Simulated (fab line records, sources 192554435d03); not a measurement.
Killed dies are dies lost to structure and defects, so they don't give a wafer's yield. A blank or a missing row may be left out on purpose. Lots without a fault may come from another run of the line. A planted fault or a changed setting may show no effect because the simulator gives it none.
Problem report in the 8D (eight disciplines) form, filled by code | flow n5_finfet | the parts of the form that need people (team, actions taken, sign-off) are left out

1. THE PROBLEM
cd_nm at N5_FIN_SAQP_CD_MEAS_27 reads a mean of 27.08 nm on 3 wafers of 2 lots; wafers without a fault read 20.25 nm with a standard deviation of 0.24. That is +28 standard deviations from the usual mean.
The step: target cd 20 nm.
First seen on wafer L811.4, day 4 12:20, on cd_sem-03. The record holds 30 wafers of 12 lots with a number at this step. Rule for "out", or "out of limits": more than 4 standard deviations from the usual mean. The other wafers with a number count as sound.

2. WHAT IT IS AND WHAT IT IS NOT
question                    | is                     | is not
which readings at this step | cd_nm                  | -
which lots                  | L811, L813             | L803, L804, L805, L806, L808, L810, L817, L819, L821, L824
which wafers of those lots  | L811.4, L813.3, L813.4 | L811.1, L811.6, L813.6
read on which gauges        | cd_sem-02, cd_sem-03   | cd_sem-01
when                        | from day 4 12:20       | up to then (17 sound wafers); but 10 sound wafers of L813, L817, L819, L821, L824 came after

3. SUSPECTS, AND WHAT RULES EACH OUT
Counting: a tool at a process step up to the reading stays a suspect if it ran every lot that is out. Sound lots after the first of them don't rule it out here, since some wafers of a struck lot are sound.
- the gauge at N5_FIN_SAQP_CD_MEAS_27: ruled out. The wafers that are out were read on 2 gauges (cd_sem-02, cd_sem-03).
- rie_si-02 at N5_FIN_SAQP_MANDREL_ETCH_22 (etches a-Si in HBr/Cl2, stops on SiNx, target depth 60 nm, bt time 10 s, time 30 s): kept. It ran every lot that is out, first L811 (day 4 10:37); its last sound lot up to then is L810 (day 4 04:43).
- ald_sin-03 at N5_FIN_SAQP_SPACER1_ALD_24 (deposits SiO2, target thk 20.3 nm, pulse time 1 s, purge time 2 s): kept. It ran every lot that is out, first L811 (day 4 11:26); its last sound lot up to then is L805 (day 3 01:19).
Left after counting: rie_si-02 at N5_FIN_SAQP_MANDREL_ETCH_22, ald_sin-03 at N5_FIN_SAQP_SPACER1_ALD_24.

4. THE CAUSE (what the simulator had put in)
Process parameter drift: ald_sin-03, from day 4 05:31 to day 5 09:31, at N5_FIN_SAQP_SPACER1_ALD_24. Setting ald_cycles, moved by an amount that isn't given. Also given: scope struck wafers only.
Counting left 2 suspects, and this tool is among them.

5. THE CHAIN OF EFFECTS, in route order
Each row: a reading whose mean over the struck wafers that have a number lies more than 3 standard deviations from the usual. Only readings for which the record gives a usual standard deviation are gone through. hours: the time from each lot's start at the first step in this table that gives one to its start at this step, as a median over the lots. sigmas: the change in usual standard deviations.
hours | step                    | reading             | usual    | on struck wafers | change | sigmas
0     | N5_FIN_SAQP_CD_MEAS_27  | cd_nm               | 20.25 nm | 27.08            | +6.83  | +28
257   | N5_PASSIVATION_PROBE_49 | killed_at_front_end | 42       | 1108             | +1066  | +82
257   | N5_PASSIVATION_PROBE_49 | killed_dies         | 107      | 1180             | +1073  | +60
257   | N5_PASSIVATION_PROBE_49 | killed_on_rim       | 14       | 152              | +138   | +33
The process steps in it:
- N5_PASSIVATION_PROBE_49

6. WHAT WOULD HAVE CAUGHT IT SOONER
In this record the first reading out of limits at a measuring or inspecting step was taken at day 4 12:20, 7 hours after the fault began at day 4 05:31.
Of the tool readings at N5_FIN_SAQP_SPACER1_ALD_24 for which the record gives a usual standard deviation, none was out on any struck wafer, so an alarm limit of 4 standard deviations on them would not have fired.
Of the lots that are out (2), L813 began N5_FIN_SAQP_SPACER1_ALD_24 on ald_sin-03 after day 4 12:20. A hold on the tool at that time would have spared it.
